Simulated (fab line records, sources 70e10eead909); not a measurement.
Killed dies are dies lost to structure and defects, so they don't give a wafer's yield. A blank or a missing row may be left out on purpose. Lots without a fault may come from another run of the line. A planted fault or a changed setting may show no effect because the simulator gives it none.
Which tool did it? | flow nand_harc | 11 lots, 33 wafers sampled, at 3 steps of a route of 1159

WHAT THE GAUGES READ, wafer by wafer
NHARC_A_M0_CD_MEAS_09: target cd 80 nm. Usual: cd_nm 80.0 nm, standard deviation 0.51.
lot  | measured     | on        | cd_nm (nm)     | flag
L182 | day 17 16:04 | cd_sem-01 | 80.2 79.2 79.7 |
L187 | day 19 04:12 | cd_sem-03 | 79.8 79.1 79.2 |
L192 | day 20 06:58 | cd_sem-03 | 76.8 76.8 75.6 | OFF
L195 | day 21 02:34 | cd_sem-01 | 77.9 76.9 76.7 | OFF
L196 | day 21 16:55 | cd_sem-03 | 78.4 77.6 77.5 | OFF
L199 | day 21 21:22 | cd_sem-02 | 80.1 79.9 80.6 |
L200 | day 22 01:08 | cd_sem-03 | 80.5 80.0 79.4 |
L201 | day 22 01:17 | cd_sem-01 | 79.9 79.7 79.3 |
L204 | day 22 10:58 | cd_sem-02 | 79.6 79.7 80.0 |
L203 | day 22 22:40 | cd_sem-02 | 79.8 80.4 79.9 |
L202 | day 23 09:55 | cd_sem-03 | 80.4 80.0 80.1 |

NHARC_A_M0_INSPECT_11. Usual: raw_defect_count 30, standard deviation 12.
lot  | measured     | on                | raw_defect_count | flag
L182 | day 17 16:11 | defect_inspect-02 | 25 27 30         |
L187 | day 19 04:19 | defect_inspect-02 | 34 38 40         |
L192 | day 20 07:05 | defect_inspect-01 | 34 30 36         |
L195 | day 21 02:41 | defect_inspect-01 | 33 31 34         |
L196 | day 21 17:03 | defect_inspect-01 | 29 39 37         |
L199 | day 21 21:31 | defect_inspect-01 | 22 22 9          |
L200 | day 22 01:16 | defect_inspect-02 | 55 40 54         |
L201 | day 22 01:26 | defect_inspect-01 | 49 36 41         |
L204 | day 22 11:05 | defect_inspect-01 | 32 40 35         |
L203 | day 22 22:47 | defect_inspect-01 | 29 18 21         |
L202 | day 23 10:03 | defect_inspect-02 | 56 48 50         |

WHICH TOOL RAN EACH LOT (tool, then ch and the chambers of the sampled wafers, then the start)
lot  | NHARC_A_M0_EXPOSE_06
L182 | arfi_scanner-02 ch 0, day 17 15:55
L187 | arfi_scanner-02 ch 0, day 19 04:04
L192 | arfi_scanner-02 ch 0, day 20 06:49
L195 | arfi_scanner-02 ch 0, day 21 02:25
L196 | arfi_scanner-02 ch 0, day 21 16:47
L199 | arfi_scanner-01 ch 0, day 21 21:14
L200 | arfi_scanner-03 ch 0, day 22 01:00
L201 | arfi_scanner-01 ch 0, day 22 01:10
L204 | arfi_scanner-03 ch 0, day 22 10:50
L203 | arfi_scanner-01 ch 0, day 22 22:32
L202 | arfi_scanner-01 ch 0, day 23 09:47
- NHARC_A_M0_EXPOSE_06: exposes mask A M0, target cd 80 nm.

WHAT THE TOOLS THEMSELVES READ (means of the sampled wafers that have a number; where no wafer has one, the mark that the record gives instead)
NHARC_A_M0_EXPOSE_06. Usual: exposure_dose_mJ_cm2 83.24, standard deviation 0.086.
lot  | tool            | exposure_dose_mJ_cm2 | flag
L182 | arfi_scanner-02 | 83.12                |
L187 | arfi_scanner-02 | 83.22                |
L192 | arfi_scanner-02 | 78.47                | OFF
L195 | arfi_scanner-02 | 79.57                | OFF
L196 | arfi_scanner-02 | 81.41                | OFF
L199 | arfi_scanner-01 | 83.18                |
L200 | arfi_scanner-03 | 83.30                |
L201 | arfi_scanner-01 | 83.24                |
L204 | arfi_scanner-03 | 83.27                |
L203 | arfi_scanner-01 | 83.15                |
L202 | arfi_scanner-01 | 83.32                |

THE ANSWER, worked out from the rows above alone
Rule: a lot is off if the mean of its wafers that have a number lies more than 3 standard deviations from the usual mean. A lot without any number at a reading at which 4 lots or more have one is off too. The other lots that the step has rows for count as sound. The gauges are gone through in route order, then the tools' own readings, and for those a lot's mean is taken as printed above. The first step at which some lot is off is used, and at that step the reading that is off furthest; a lot without a number counts as furthest.
Off: L192, L195, L196, at NHARC_A_M0_CD_MEAS_09 (cd_nm).
A tool fits if, at a process step before that reading, it ran every lot that is off, and no sound lot after the first of them. The gauges at NHARC_A_M0_CD_MEAS_09 aren't tried: what is off there is off at NHARC_A_M0_EXPOSE_06 too, on other tools, and a gauge's error can't cause that. One fits: arfi_scanner-02 at NHARC_A_M0_EXPOSE_06. Its last sound lot is L187 (day 19 04:04), its first lot that is off L192 (day 20 06:49): a fault that began between those two fits.
The tool's own readings at NHARC_A_M0_EXPOSE_06 bear it out: on the lots that are off they differ by more than 5 times the standard deviation of the sound lots' means. exposure_dose_mJ_cm2 reads 79.82 there against 83.22 on the sound lots.

WHAT THE SIMULATOR HAD PUT IN
Process parameter drift: arfi_scanner-02, from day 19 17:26 on, at NHARC_A_M0_EXPOSE_06. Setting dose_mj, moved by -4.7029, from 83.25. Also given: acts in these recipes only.
Lots struck among those shown: L192, L195, L196. The rule above found the same.
